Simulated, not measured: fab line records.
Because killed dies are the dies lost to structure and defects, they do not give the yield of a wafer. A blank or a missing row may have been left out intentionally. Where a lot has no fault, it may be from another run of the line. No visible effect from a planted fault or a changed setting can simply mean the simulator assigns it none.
Matching of chambers :: flow n5 finfet :: N5_SD_EPI_P_ETCH_16 on rie diel-02: 3 sister chambers
The step etches SiO2 in CHF3/O2, target depth 5 nm. 3 wafers are shown with their chamber, then 5 later ones without.

## WAFERS PAIRED WITH THEIR CHAMBERS
wafer: L088.3
chamber: 2
showerhead plenum p Torr (Torr): 2.40

wafer: L089.1
chamber: 1
showerhead plenum p Torr (Torr): 2.32

wafer: L089.2
chamber: 3
showerhead plenum p Torr (Torr): 2.48

## WAFERS WITHOUT THEIR CHAMBER
wafer: L089.3
showerhead plenum p Torr (Torr): 2.40

wafer: L095.1
showerhead plenum p Torr (Torr): 2.39

wafer: L095.4
showerhead plenum p Torr (Torr): 2.39

wafer: L096.5
showerhead plenum p Torr (Torr): 2.32

wafer: L096.6
showerhead plenum p Torr (Torr): 2.39

## THE CHAMBER EACH PASSED THROUGH
wafer: L089.3
from the rows above: 2
in truth: 2

wafer: L095.1
from the rows above: 2
in truth: 2

wafer: L095.4
from the rows above: 2
in truth: 2

wafer: L096.5
from the rows above: 1
in truth: 1

wafer: L096.6
from the rows above: 2
in truth: 2
Placed correctly: 5 of 5. Left unplaced by these rows: 0. Wrongly placed: 0.
How it was worked out, from the rows above alone: a wafer's distance from a chamber is the root of the sum, over the readings, of the square of ((its reading less the chamber's mean) divided by the reading's scatter). If the next closest chamber is less than 2 further off than the closest, the wafer can't be placed; otherwise it belongs to the closest. For every chamber, the mean is computed from those of its wafers that are shown. The scatter: with one shown wafer a chamber, the root of the mean of the squares of how far each hidden wafer lies from its nearest shown one.
